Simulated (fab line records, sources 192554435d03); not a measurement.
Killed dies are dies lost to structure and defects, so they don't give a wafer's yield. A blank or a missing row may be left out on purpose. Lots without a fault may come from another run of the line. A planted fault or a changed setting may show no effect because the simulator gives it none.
fab line records | flow n5_finfet
record lots=5 wafers=13 last_day=18
route steps=1938 shown HKMG_FIN@409 BEOL_M4@1111 PASSIVATION@1936
lots that met no fault: from a run of the same line without faults
start_h: hours from the record's first day to the start of the lot's first wafer shown | wait_h: hours since the lot's step before | " the same as in the row above | L1.1+2: a row that stands for several wafers | - no value, or no start given | * or withheld: withheld | < > ~ a bound
route shown NAME@n: a module of which the file shows steps, and the number in the route of the first | usual: mean/standard deviation of fault-free wafers | same: alike in all rows | chamber/n: place in a boat | sites: the reading at each site | _std_site: their standard deviation | _edge_site: outer sites' mean less inner sites' | radius_mm: how far each site lies from the wafer's centre | mask NAME#n: copy n | behind: the tool/chamber that last shaped the wafer | hold: why the lot was held/for how many hours/how that ended | device: the transistor (n, p or np) that didn't switch | end of line: the same wafers' tests at the end of the route | a step without rows: its recipe alone | killed: dies lost to structure and defects at the first sort, not the wafer's yield | map: a wafer's dies, x killed, . not, _ none there
set.NAME: the setting as run; set.NAME@STEP: as run at that earlier step | model.NAME: the simulator's own value behind a step, which no gauge read
lots at some steps of the route; a table a step, a row a wafer
services: from which hour (start_h, from the record's first day; less than 0 if before it) a tool's chamber was out of use, for how many hours, and why
## steps
# step N5_HKMG_FIN_STRIP_60
# recipe chemistry=N2/H2 power_w=2500 temp_c=300 h2_frac=0.65 time_s=360 pressure_mtorr=withheld n2_flow_sccm=1750 h2_flow_sccm=3250
# step N5_HKMG_FIN_WET_ETCH_77
# recipe chemistry=dHCl mix=1:10000 temp_c=25 target=La2O3 stop_on=HfO2 target_depth_nm=2
# step N5_HKMG_FIN_WET_ETCH_78
# recipe chemistry=dNH4OH mix=1:50 temp_c=25 target=Al2O3 stop_on=La2O3 target_depth_nm=4.5 dry=ipa_marangoni rinse_time_s=30 rinse_temp_c=23
# step N5_HKMG_FIN_ALD_79
# recipe material=TiN target_thk_a=15 temp_c=400 ald_precursor_family=TiCl4 ald_co_reactant=NH3 pulse_time_s=1 purge_time_s=3 co_reactant_purge_time_s=2 co_reactant_pulse_time_s=2 ald_cycles=68 pressure_torr=3
# step N5_HKMG_FIN_CVD_62
# recipe material=a-Si target_thk_a=30 temp_c=500 precursor=Si2H6 pressure_torr=1 time_s=20.8
# step N5_HKMG_FIN_RTA_80
# recipe temp_c=withheld time_s=2 ambient=N2 idle_temp_c=600 ramp_up_c_per_s=150 ramp_down_c_per_s=60 cool_to_c=600
# step N5_HKMG_FIN_PRECLEAN_64
# recipe chemistry=dHF time_s=30 temp_c=25 dilution=withheld
# step N5_HKMG_FIN_WET_ETCH_65
# recipe chemistry=TMAH temp_c=70 conc_wt_pct=5 target=a-Si stop_on=TiN time_s=49 target_depth_nm=3
# step N5_HKMG_FIN_WET_ETCH_81
# recipe chemistry=SC1 target=TiN stop_on=HfO2 mix=1:1:5 temp_c=60 time_s=57 target_depth_nm=6
# step N5_HKMG_FIN_WET_ETCH_82
# recipe chemistry=dHCl mix=1:10000 temp_c=25 target=La2O3 stop_on=HfO2 target_depth_nm=2 dry=ipa_marangoni rinse_time_s=30 rinse_temp_c=23
# step N5_HKMG_FIN_ALD_36
# recipe material=TiN target_thk_a=10 temp_c=400 ald_precursor_family=TiCl4 ald_co_reactant=NH3 pulse_time_s=1 purge_time_s=3 co_reactant_purge_time_s=2 co_reactant_pulse_time_s=2 ald_cycles=47 pressure_torr=3
# step N5_HKMG_FIN_PWFM_ALD_03
# recipe material=TiN target_thk_a=20 temp_c=400 ald_precursor_family=TiCl4 ald_co_reactant=NH3 pulse_time_s=1 purge_time_s=3 co_reactant_purge_time_s=2 co_reactant_pulse_time_s=2 ald_cycles=91 pressure_torr=3
# usual ald_cycles=91/0 heater_power_w=835/72 precursor_pulse_height_rel=1.001/0.02
# same purge_time_s=3
# columns lot.wafer tool chamber start_h wait_h ald_cycles heater_power_w precursor_pulse_height_rel
L697.1 ald_metal-02 1 110.02 0.0 91 773 1.009
L697.5 " 3 " " 91 834 0.978
L697.6 " 0 " " 91 846 1.023
L699.1 ald_metal-02 2 119.99 0.0 91 828 1.012
L699.6 " 0 " " 80 849 1.019
L700.3 ald_metal-02 2 125.52 0.0 80 834 0.998
L700.5 " 0 " " 91 822 0.987
L700.6 " 3 " " 80 853 1.002
L704.3 ald_metal-02 1 153.54 0.0 80 785 0.985
L704.6 " 3 " " 80 847 0.977
L715.1 ald_metal-03 1 213.51 0.0 91 835 1.012
L715.3 " 3 " " 91 906 0.985
L715.5 " 1 " " 91 853 1.003
# step N5_HKMG_FIN_COAT_29
# recipe resist=SOC temp_c=250 time_s=60 spin_rpm=1500 resist_thk_nm=300
# step N5_HKMG_FIN_COAT_30
# recipe resist=SiARC temp_c=220 time_s=60 spin_rpm=1500 resist_thk_nm=35
# step N5_HKMG_FIN_COAT_06
# recipe resist=CAR-ArF spin_rpm=1500 resist_thk_nm=90
# step N5_HKMG_FIN_EBR_08
# recipe solvent=PGMEA ebr_width_mm=1.5
# step N5_HKMG_FIN_SOFTBAKE_07
# recipe temp_c=110 time_s=60 resist=CAR-ArF
# step N5_HKMG_FIN_EXPOSE_09
# recipe mask_id=NWFM na=1.35 source_shape=conventional sigma_outer=0.8 polarization=unpolarized dose_mj=39.25
# step N5_HKMG_FIN_PEB_10
# recipe peb_temp_c=withheld peb_time_s=60 resist=CAR-ArF
# step N5_HKMG_FIN_DEVELOP_11
# recipe develop_time_s=30 developer=TMAH resist=CAR-ArF dev_temp_c=23 rinse_liquid=diw dry=air_spin
# step N5_HKMG_FIN_DESCUM_17
# recipe chemistry=O2 time_s=7.9 source_power_w=50 bias_power_w=20 pressure_mtorr=20 rf_frequency_hz=2.712e+07 temp_c=40 resist=CAR-ArF o2_flow_sccm=225
# step N5_HKMG_FIN_ETCH_31
# recipe chemistry=CF4 target=SiARC target_depth_a=455 mask_material=CAR-ArF time_s=75.8 ion_energy_ev=80 pressure_mtorr=40 source_w=545 bias_w=36 Ar_flow_sccm=100 cf4_flow_sccm=100 ends=cleared
# step N5_HKMG_FIN_ETCH_32
# recipe chemistry=N2/H2 target=SOC target_depth_a=2400 temp_c=40 time_s=300 ion_energy_ev=200 mask_material=SiARC pressure_mtorr=30 source_w=840 bias_w=150 n2_flow_sccm=200 h2_flow_sccm=200
# step N5_HKMG_FIN_STRIP_33
# recipe chemistry=N2/H2 temp_c=40 n2_flow_sccm=200 h2_flow_sccm=200 rf_frequency_hz=6e+07
# step N5_HKMG_FIN_STRIP_34
# recipe chemistry=CF4 resist=SiARC power_w=300 bias_power_w=75 pressure_mtorr=50 cf4_flow_sccm=150 rf_frequency_hz=6e+07
# step N5_HKMG_FIN_ETCH_35
# recipe chemistry=N2/H2 target=SOC target_depth_a=2158 ion_energy_ev=65 bias_w=5 source_w=3000 time_s=243.4 pressure_mtorr=30 n2_flow_sccm=200 h2_flow_sccm=200
# step N5_HKMG_FIN_STRIP_92
# recipe chemistry=N2/H2 material=SOC time_s=20 power_w=500 temp_c=40 pressure_mtorr=50 rf_frequency_hz=6e+07 bias_power_w=8 h2_frac=0.5 n2_flow_sccm=300 h2_flow_sccm=300
# step N5_HKMG_FIN_WET_ETCH_18
# recipe chemistry=SC1 target=TiN mix=1:1:5 temp_c=* time_s=55 target_depth_nm=5.2 dry=ipa_marangoni rinse_time_s=30 rinse_temp_c=23
# step N5_HKMG_FIN_STRIP_19
# recipe chemistry=N2/H2 power_w=2500 temp_c=300 h2_frac=0.65 time_s=360 pressure_mtorr=withheld n2_flow_sccm=1750 h2_flow_sccm=3250
# step N5_HKMG_FIN_ALD_91
# recipe material=TiN target_thk_a=10 temp_c=400 ald_precursor_family=TiCl4 ald_co_reactant=NH3 pulse_time_s=1 purge_time_s=3 co_reactant_purge_time_s=2 co_reactant_pulse_time_s=2 ald_cycles=47 pressure_torr=3
# step N5_HKMG_FIN_COAT_85
# recipe resist=SOC temp_c=250 time_s=60 spin_rpm=1500 resist_thk_nm=300
# step N5_HKMG_FIN_ETCH_86
# recipe chemistry=N2/H2 target=SOC target_depth_a=3932 stop_on=TiN ion_energy_ev=100 bias_w=61 pressure_mtorr=30 source_w=850 n2_flow_sccm=200 h2_flow_sccm=200
# step N5_HKMG_FIN_STRIP_89
# recipe chemistry=N2/H2 material=SOC time_s=20 power_w=500 temp_c=40 pressure_mtorr=50 rf_frequency_hz=6e+07 bias_power_w=8 h2_frac=0.5 n2_flow_sccm=300 h2_flow_sccm=300
# step N5_HKMG_FIN_WET_ETCH_87
# recipe chemistry=SC1 target=TiN mix=1:2:40 temp_c=50 time_s=154.2 target_depth_nm=4.7 dry=ipa_marangoni rinse_time_s=30 rinse_temp_c=23
# step N5_HKMG_FIN_STRIP_88
# recipe chemistry=N2/H2 power_w=2500 temp_c=300 h2_frac=0.65 time_s=360 pressure_mtorr=withheld n2_flow_sccm=1750 h2_flow_sccm=3250
# step N5_HKMG_FIN_NWFM_ALD_20
# recipe material=TiAlC target_thk_a=20 temp_c=300 ald_precursor_family=TiCl4 ald_co_reactant=TEA pulse_time_s=3 purge_time_s=2 co_reactant_purge_time_s=2 co_reactant_pulse_time_s=10 ald_cycles=7 pressure_torr=3
# step N5_HKMG_FIN_ALD_71
# recipe material=TiN target_thk_a=10 temp_c=400 ald_precursor_family=TiCl4 ald_co_reactant=NH3 pulse_time_s=1 purge_time_s=3 co_reactant_purge_time_s=2 co_reactant_pulse_time_s=2 ald_cycles=47 pressure_torr=3
# step N5_HKMG_FIN_COAT_66
# recipe resist=SOC temp_c=250 time_s=60 spin_rpm=1500 resist_thk_nm=300
# step N5_BEOL_M4_RC_MEAS_101
# usual DIBL_N=36.3/1.7 DIBL_P=36.0/1.9 IOFF_N=0.156/0.028 IOFF_P=0.21/0.036 ION_N=675/11 ION_P=463/7.8 SS_N=71.6/0.59 SS_P=73.2/0.63 VT_N=250/3.1 VT_P=-251/3.4 VT_P_LONG=-275/3 VT_P_LVT=-98.8/2.7
# columns lot.wafer tool chamber start_h wait_h DIBL_N[mV/V] DIBL_P[mV/V] IOFF_N[nA/um] IOFF_P[nA/um] ION_N[uA/um] ION_P[uA/um] SS_N[mV/dec] SS_P[mV/dec] VT_N[mV] VT_P[mV] VT_P_LONG[mV] VT_P_LVT[mV]
L697.1 prober-02 0 193.76 0.0 36.7 36.4 0.168 0.23 689 466 72.1 73.2 247 -246 -275 -96.5
L697.5 " 0 " " 35.6 35.1 0.152 0.21 665 458 72.5 72.3 252 -248 -273 -98.1
L697.6 " 0 " " 33.8 33.5 0.119 0.19 667 469 70.8 72.7 253 -249 -272 -98.9
L700.3 prober-02 0 204.98 0.3 36.6 37.1 0.172 0.16 694 459 71.5 73.4 248 -260 -284 -107.9
L700.5 " 0 " " 35.8 34.4 0.153 0.18 661 454 72.0 72.6 247 -251 -276 -101.4
L700.6 " 0 " " 34.4 34.1 0.126 0.12 668 440 71.3 73.1 252 -264 -285 -110.9
L699.1 prober-01 0 210.38 0.0 35.3 33.3 0.125 0.17 649 447 72.1 73.0 256 -252 -272 -100.8
L699.6 " 0 " " 35.7 35.2 0.143 0.13 672 449 70.7 73.3 252 -261 -281 -109.5
L704.3 prober-02 0 245.26 0.3 34.2 34.1 0.140 0.14 675 448 70.9 73.0 250 -258 -286 -105.4
L704.6 " 0 " " 35.3 35.3 0.154 0.15 675 445 71.0 73.4 248 -258 -287 -105.6
L715.1 prober-01 0 320.07 0.0 39.5 37.7 0.194 0.27 682 475 71.8 74.2 247 -243 -270 -96.1
L715.3 " 0 " " 38.9 37.6 0.184 0.26 681 471 71.8 73.9 247 -244 -271 -96.3
L715.5 " 0 " " 37.0 35.2 0.149 0.22 663 461 71.9 72.4 250 -247 -270 -98.7
# step N5_PASSIVATION_PROBE_49
# usual defect_limited_yield=91.5/1.5 killed_at_M0_to_M3=30/11 killed_at_M4_up=13/4.9 killed_at_contacts=14/6.5 killed_at_front_end=40/11 killed_at_other=3.3/2.7 killed_dies=100/18 killed_open=67/14 killed_short=32/7.8 sort_bin_5_function=5.0/0.97 sort_bin_6_memory=3.2/0.75 sort_bin_8_speed=0.00/0.01 sort_n_pass=1080/18 sort_yield_pct=91.5/1.5
# same gross_dies=1180 killed_at_back_side=0 sort_bin_4_leakage[%]=0
# columns lot.wafer tool chamber start_h wait_h defect_limited_yield[%] killed_at_M0_to_M3 killed_at_M4_up killed_at_contacts killed_at_front_end killed_at_other killed_dies killed_open killed_short sort_bin_5_function[%] sort_bin_6_memory[%] sort_bin_8_speed[%] sort_n_pass sort_yield_pct[%]
L697.1 prober-02 - 306.51 0.0 91.1 24 11 41 25 4 105 73 32 5.0 3.5 0 1075 91.1
L697.5 prober-02 - 306.71 0.2 89.7 43 5 28 38 8 122 82 39 5.8 4.1 0 1058 89.7
L697.6 prober-02 - 306.76 0.3 90.9 35 9 20 40 3 107 74 32 6.0 2.8 0 1073 90.9
L700.3 prober-01 - 308.58 0.1 89.6 39 19 9 51 5 123 81 42 5.8 4.5 0 1057 89.6
L700.5 prober-01 - 308.68 0.2 92.1 28 10 13 41 1 93 63 30 5.4 2.0 0 1087 92.1
L700.6 prober-01 - 308.73 0.3 90.8 40 16 14 34 5 109 74 35 5.5 3.5 0.34 1067 90.4
L699.1 prober-01 - 316.14 0.0 88.4 45 14 38 38 2 137 87 50 6.1 4.8 0 1043 88.4
L699.6 prober-01 - 316.39 0.3 90.8 30 12 14 49 3 108 83 25 5.6 3.3 0 1072 90.8
L704.3 prober-01 - 354.85 0.1 89.4 35 7 25 46 12 125 80 34 5.3 4.2 0 1055 89.4
L704.6 prober-01 - 355.00 0.3 91.3 26 13 17 34 13 103 62 41 4.6 3.8 0 1077 91.3
L715.1 prober-02 - 422.72 0.0 90.6 43 10 2 55 1 111 80 31 6.4 2.8 0 1069 90.6
L715.3 prober-02 - 422.82 0.1 91.6 18 13 3 65 0 99 66 33 4.7 3.1 0 1081 91.6
L715.5 prober-02 - 422.92 0.2 90.4 39 19 9 45 1 113 83 27 6.3 3.1 0 1067 90.4
# killed by level:class
L697.1 MOL_CONTACT_COAG:geometric_particle:open=28 MOL_CONTACT_COAG:geometric_particle:short=13 BEOL_M3:geometric_particle:open=8 DUMMY_GATE:geometric_particle:open=7 BEOL_M2:geometric_particle:open=5 ILD0:geometric_particle:short=4 BEOL_M0_SAQP:geometric_particle:open=4 FIN_SAQP:geometric_particle:open=3
L697.5 MOL_CONTACT_COAG:geometric_particle:open=23 BEOL_M0_SAQP:geometric_particle:open=13 BEOL_M0_SAQP:geometric_particle:short=11 FIN_SAQP:geometric_particle:open=9 FIN_SAQP:geometric_particle:short=6 DUMMY_GATE:geometric_particle:open=5 MOL_CONTACT_COAG:geometric_particle:short=5 BEOL_M2:geometric_particle:open=5
L697.6 MOL_CONTACT_COAG:geometric_particle:open=17 BEOL_M3:geometric_particle:open=11 STI_FIN_REVEAL:geometric_particle:open=7 BEOL_M0_SAQP:geometric_particle:open=7 BEOL_M2:geometric_particle:open=7 FIN_SAQP:geometric_particle:short=6 BEOL_M0_SAQP:geometric_particle:short=6 GATE_CUT:geometric_particle:short=5
L700.3 FIN_SAQP:geometric_particle:short=14 DUMMY_GATE:geometric_particle:open=13 BEOL_M3:geometric_particle:open=12 BEOL_M2:geometric_particle:open=10 BEOL_M4:geometric_particle:open=9 MOL_CONTACT_COAG:geometric_particle:open=6 FIN_SAQP:geometric_particle:open=5 BEOL_M0_SAQP:geometric_particle:open=5
L700.5 MOL_CONTACT_COAG:geometric_particle:open=11 BEOL_M3:geometric_particle:open=8 FIN_SAQP:geometric_particle:short=7 FIN_SAQP:geometric_particle:open=6 DUMMY_GATE:geometric_particle:open=6 BEOL_M0_SAQP:geometric_particle:short=6 STI_FIN_REVEAL:geometric_particle:open=4 DUMMY_GATE:geometric_particle:short=4
L700.6 MOL_CONTACT_COAG:geometric_particle:open=12 BEOL_M2:geometric_particle:open=11 BEOL_M3:geometric_particle:open=8 FIN_SAQP:geometric_particle:short=7 BEOL_M4:geometric_particle:open=6 BEOL_M0_SAQP:geometric_particle:open=5 BEOL_M0_SAQP:geometric_particle:short=5 FIN_SAQP:geometric_particle:open=4
L699.1 MOL_CONTACT_COAG:geometric_particle:open=30 FIN_SAQP:geometric_particle:open=12 BEOL_M0_SAQP:geometric_particle:short=12 FIN_SAQP:geometric_particle:short=9 MOL_CONTACT_COAG:geometric_particle:short=8 BEOL_M2:geometric_particle:open=8 BEOL_M0_SAQP:geometric_particle:open=7 GATE_CUT:geometric_particle:short=5
L699.6 FIN_SAQP:geometric_particle:open=15 MOL_CONTACT_COAG:geometric_particle:open=11 STI_FIN_REVEAL:geometric_particle:open=7 BEOL_M0:geometric_particle:open=7 BEOL_M1:geometric_particle:open=7 FIN_SAQP:geometric_particle:short=6 DUMMY_GATE:geometric_particle:open=6 GATE_CUT:geometric_particle:open=4
L704.3 MOL_CONTACT_COAG:geometric_particle:open=22 HKMG_FIN:area_etch=11 BEOL_M1:geometric_particle:open=10 FIN_SAQP:geometric_particle:open=8 STI_FIN_REVEAL:geometric_particle:open=8 BEOL_M2:geometric_particle:open=6 BEOL_M0_SAQP:geometric_particle:open=6 FIN_SAQP:geometric_particle:short=4
L704.6 MOL_CONTACT_COAG:geometric_particle:open=16 FIN_SAQP:geometric_particle:short=8 BEOL_M0_SAQP:geometric_particle:open=7 FIN_SAQP:geometric_particle:open=6 BEOL_M0_SAQP:geometric_particle:short=6 GATE_CUT:geometric_particle:short=4 BEOL_M5:geometric_particle:open=4 BEOL_M1:geometric_particle:open=4
L715.1 STI_FIN_REVEAL:geometric_particle:open=28 BEOL_M0:geometric_particle:open=10 BEOL_M0_SAQP:geometric_particle:open=9 BEOL_M0_SAQP:geometric_particle:short=8 GATE_CUT:geometric_particle:short=7 BEOL_M1:geometric_particle:open=6 BEOL_M2:geometric_particle:open=5 STI_FIN_REVEAL:geometric_particle:short=4
L715.3 STI_FIN_REVEAL:geometric_particle:open=27 BEOL_M4:geometric_particle:open=9 STI_FIN_REVEAL:geometric_particle:short=7 BEOL_M0_SAQP:geometric_particle:short=6 GATE_CUT:geometric_particle:short=6 FIN_SAQP:geometric_particle:short=5 BEOL_M0_SAQP:geometric_particle:open=5 STARTING-WAFER:geometric_particle:open=5
L715.5 STI_FIN_REVEAL:geometric_particle:open=22 BEOL_M4:geometric_particle:open=10 BEOL_M0_SAQP:geometric_particle:open=9 BEOL_M1:geometric_particle:open=9 MOL_CONTACT_COAG:geometric_particle:open=7 BEOL_M0_SAQP:geometric_particle:short=6 FIN_SAQP:geometric_particle:open=5 BEOL_M0:geometric_particle:open=5
## services
# columns tool chamber start_h hours kind
ald_metal-03 3 152.60 3.2 repair
ald_metal-03 2 155.54 8.3 repair
## key
first_sign step=N5_HKMG_FIN_PWFM_ALD_03 reading=ald_cycles direction=down sigmas=99+ usual=* struck=*
effect step=N5_BEOL_M4_RC_MEAS_101 reading=VT_P_LVT direction=down sigmas=3.4 usual=-98.8 struck=-107.9
effect step=N5_BEOL_M4_RC_MEAS_101 reading=VT_P_LONG direction=down sigmas=3.1 usual=-275 struck=-285
effect step=N5_BEOL_M4_RC_MEAS_101 reading=VT_P direction=down sigmas=2.8 usual=-251 struck=-260
effect step=N5_BEOL_M4_RC_MEAS_101 reading=ION_P direction=down sigmas=1.9 usual=463 struck=448
effect step=N5_BEOL_M4_RC_MEAS_101 reading=IOFF_P direction=down sigmas=1.8 usual=0.21 struck=0.14
met_at N5_HKMG_FIN_PWFM_ALD_03
struck_wafers L699.6,L700.3,L700.6,L704.3,L704.6
baseline_loss step=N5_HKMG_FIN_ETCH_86 wafers=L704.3
onset_between 110.02 119.99
fault kind=process_parameter_drift tool=ald_metal-02 chamber=- onset_h=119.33 steps=N5_HKMG_FIN_PWFM_ALD_03 channel=ald_cycles offset=* shape=step end_h=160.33 scope=struck_wafers_only acts_in=* stated=*
# baseline_loss: these wafers lose ten dies or more at that step, a loss of the line's own and not of a fault; the sort's usual values leave them out
